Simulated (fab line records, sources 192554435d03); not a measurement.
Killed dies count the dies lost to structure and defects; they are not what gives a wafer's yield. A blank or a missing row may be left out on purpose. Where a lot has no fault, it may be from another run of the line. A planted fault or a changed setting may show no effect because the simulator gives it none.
What tool caused it?	flow n5 finfet	27 wafers from 9 lots sampled at 7 of the route's 1938 steps

== WHAT THE GAUGES SHOWED, per wafer ==
N5_BEOL_M3_RS_MEAS_58: measures by four-point-probe.
lot	measured	on	M3_RS (ohm/sq)
L976	day 7 09:34	film metro-01	0.73 0.69 0.65
L978	day 7 14:20	film metro-01	0.65 0.62 0.64
L979	day 8 07:37	film metro-01	0.64 0.59 0.63
L980	day 8 10:01	film metro-01	0.72 0.69 0.65
L983	day 9 08:46	film metro-01	0.64 0.66 0.67
L985	day 9 14:48	film metro-01	0.68 0.65 0.65
L995	day 12 06:20	film metro-01	0.68 0.65 0.67
L994	day 12 18:22	film metro-01	0.75 0.70 0.67
L998	day 13 14:44	film metro-02	0.73 0.66 0.69

N5_BEOL_M3_INSPECT_59: inspects for defects (darkfield).
lot	measured	on	raw defect count
L976	day 7 09:35	defect inspect-02	57 55 61
L978	day 7 14:22	defect inspect-02	43 45 50
L979	day 8 07:38	defect inspect-02	74 104 115
L980	day 8 10:02	defect inspect-01	62 75 71
L983	day 9 08:47	defect inspect-02	108 114 126
L985	day 9 14:49	defect inspect-02	66 36 35
L995	day 12 06:22	defect inspect-02	517 442 416
L994	day 12 18:23	defect inspect-02	430 450 465
L998	day 13 14:45	defect inspect-01	80 84 106

N5_BEOL_M4_INSPECT_13: inspects for defects (brightfield).
lot	measured	on	raw defect count
L976	day 7 10:56	defect inspect-02	324 277 309
L978	day 7 18:36	defect inspect-01	375 510 373
L979	day 8 09:32	defect inspect-02	323 394 583
L980	day 8 11:23	defect inspect-01	349 373 434
L983	day 9 14:27	defect inspect-01	387 403 397
L985	day 9 16:55	defect inspect-01	367 286 389
L995	day 12 07:38	defect inspect-02	802 728 668
L994	day 12 20:10	defect inspect-02	742 817 664
L998	day 13 17:05	defect inspect-01	376 342 438

N5_BEOL_M4_RC_MEAS_101.
lot	measured	on	DIBL_N (mV/V)	DIBL_P (mV/V)	IOFF_N (nA/um)	IOFF_P (nA/um)	ION_N (uA/um)	ION_P (uA/um)	SS_N (mV/dec)	SS_P (mV/dec)	VT_N (mV)	VT_P (mV)
L976	day 7 17:22	prober-01	32.1 33.0 31.8	33.7 33.8 33.3	0.12 0.14 0.12	0.18 0.18 0.17	657 671 663	456 459 459	70.5 71.7 70.7	72.6 72.8 72.1	254 254 252	-254 -254 -250
L978	day 8 12:34	prober-02	36.6 38.3 34.3	37.3 38.7 34.4	0.18 0.20 0.13	0.19 0.22 0.16	697 686 676	468 459 463	71.9 72.2 70.9	74.1 74.5 73.0	248 247 254	-254 -251 -255
L979	day 8 17:45	prober-02	40.0 35.5 40.0	40.1 35.4 41.3	0.22 0.14 0.24	0.28 0.20 0.32	691 664 700	467 455 482	72.0 71.4 72.0	73.9 73.4 73.7	243 251 242	-243 -251 -243
L980	day 8 18:52	prober-01	29.9 35.4 32.0	30.0 36.9 32.9	0.09 0.16 0.11	0.13 0.22 0.17	677 671 675	470 467 475	69.7 71.6 71.5	71.6 72.5 71.8	256 245 254	-257 -249 -250
L983	day 9 20:40	prober-02	30.3 31.6 36.3	32.5 34.5 39.7	0.10 0.12 0.23	0.14 0.16 0.26	645 651 681	441 453 464	71.2 70.9 73.6	71.8 72.6 73.7	256 252 244	-257 -254 -246
L985	day 10 02:14	prober-01	39.2 35.1 33.3	43.4 35.1 35.7	0.28 0.17 0.13	0.32 0.18 0.17	689 666 677	470 456 463	72.0 71.2 69.9	75.1 73.2 72.6	242 249 251	-244 -254 -254
L995	day 13 00:16	prober-02	33.7 35.5 37.5	35.3 37.1 38.7	0.12 0.15 0.17	0.17 0.19 0.20	674 679 666	458 461 445	71.4 71.3 72.2	72.8 73.7 74.1	255 250 253	-256 -253 -252
L994	day 13 08:08	prober-02	34.8 31.6 27.6	37.1 33.3 28.4	0.16 0.11 0.07	0.19 0.14 0.11	679 664 649	462 454 455	71.5 70.2 69.4	73.4 72.8 71.7	248 258 258	-252 -256 -257
L998	day 14 07:53	prober-01	36.6 35.8 35.0	39.2 38.0 36.9	0.19 0.16 0.14	0.24 0.21 0.20	694 684 669	479 469 461	70.8 71.7 71.0	73.8 73.5 73.1	242 248 252	-249 -251 -250

== WHAT TOOL EACH LOT RAN ON (gives the tool, then ch and the chambers of the sampled wafers, and finally the start) ==
lot	N5_BEOL_M3_PRE_CLEAN_60	N5_BEOL_M3_PRE_CLEAN_56	N5_BEOL_M4_HM_DEP_02
L976	cvd co-01 ch 0,1,2, day 7 09:20	pecvd-02 ch 0,2, day 7 09:28	pvd sputter-02, day 7 10:19
L978	cvd co-02 ch 0,1,2, day 7 14:07	pecvd-01 ch 1,2, day 7 14:14	pvd sputter-03, day 7 17:59
L979	cvd co-01 ch 0,2, day 8 07:23	pecvd-01 ch 0,1, day 8 07:31	pvd sputter-01, day 8 09:03
L980	cvd co-01 ch 0,2, day 8 09:47	pecvd-03 ch 0,1,2, day 8 09:55	pvd sputter-02, day 8 10:54
L983	cvd co-02 ch 1,2, day 9 08:31	pecvd-01 ch 0,1, day 9 08:38	pvd sputter-03, day 9 12:07
L985	cvd co-01 ch 0,1, day 9 14:34	pecvd-03 ch 0,2, day 9 14:42	pvd sputter-03, day 9 16:26
L995	cvd co-01 ch 0,1, day 12 06:07	pecvd-02 ch 0,2, day 12 06:14	pvd sputter-01, day 12 07:10
L994	cvd co-02 ch 0,1,2, day 12 18:08	pecvd-02 ch 0,1, day 12 18:16	pvd sputter-02, day 12 19:41
L998	cvd co-01 ch 0,1,2, day 13 14:30	pecvd-03 ch 0,2, day 13 14:38	pvd sputter-02, day 13 16:29
- N5_BEOL_M3_PRE_CLEAN_60: time 15 s.
- N5_BEOL_M3_PRE_CLEAN_56: time 15 s.
- N5_BEOL_M4_HM_DEP_02: deposits TiN, target thk 20 nm.

== WHAT THE TOOLS THEMSELVES READ (means of the sampled wafers that have a number; where no wafer has one, the mark that the record gives instead) ==
N5_BEOL_M3_PRE_CLEAN_60.
lot	tool	heater power outer w (W)	heater power w (W)	rf fwd power W (W)
L976	cvd co-01	23	84	298.1
L978	cvd co-02	40	117	297.9
L979	cvd co-01	16	74	297.4
L980	cvd co-01	21	87	297.6
L983	cvd co-02	50	131	297.6
L985	cvd co-01	30	94	296.2
L995	cvd co-01	30	96	297.0
L994	cvd co-02	40	120	297.5
L998	cvd co-01	23	86	296.6

N5_BEOL_M3_PRE_CLEAN_56.
lot	tool	rf fwd power W (W)
L976	pecvd-02	295.4
L978	pecvd-01	296.4
L979	pecvd-01	295.9
L980	pecvd-03	295.6
L983	pecvd-01	294.0
L985	pecvd-03	295.2
L995	pecvd-02	295.4
L994	pecvd-02	295.6
L998	pecvd-03	293.7

N5_BEOL_M4_HM_DEP_02.
lot	tool	throttle valve pct (%)
L976	pvd sputter-02	28.9
L978	pvd sputter-03	30.0
L979	pvd sputter-01	29.5
L980	pvd sputter-02	30.4
L983	pvd sputter-03	30.1
L985	pvd sputter-03	31.1
L995	pvd sputter-01	29.7
L994	pvd sputter-02	29.7
L998	pvd sputter-02	30.1

== THE ANSWER, worked out from the rows above alone ==
Rule: the lots themselves supply what counts as usual. Put in order of their means at a reading, lots are off if they are a third of the lots or fewer, leave a main group of 4 or more, and stand apart from it by a gap of 3 or more times the standard deviation of the main group's means; of several such gaps the widest counts. If all means in a main group match to the digits the tables above print for the reading, that group is not used. A lot without any number at a reading at which 4 lots or more have one is off too. All remaining lots with rows at the step are treated as sound. First the gauges in route order, then the tools' own readings, where a lot's mean is used as printed above. The first step at which some lot is off is used, and at that step the reading that is off furthest; a lot without a number counts as furthest.
Off, at N5_BEOL_M3_INSPECT_59 on raw defect count: L995, L994. Mean 75 and standard deviation 25 in the main group.
A tool fits if, at a process step before that reading, it ran every lot that is off, and no sound lot after the first of them. The gauges at N5_BEOL_M3_INSPECT_59 are tried like those tools. This does not decide it: 2 tools fit, namely pecvd-02 at N5_BEOL_M3_PRE_CLEAN_56 and defect inspect-02 at N5_BEOL_M3_INSPECT_59.

== WHAT THE SIMULATOR HAD PUT IN ==
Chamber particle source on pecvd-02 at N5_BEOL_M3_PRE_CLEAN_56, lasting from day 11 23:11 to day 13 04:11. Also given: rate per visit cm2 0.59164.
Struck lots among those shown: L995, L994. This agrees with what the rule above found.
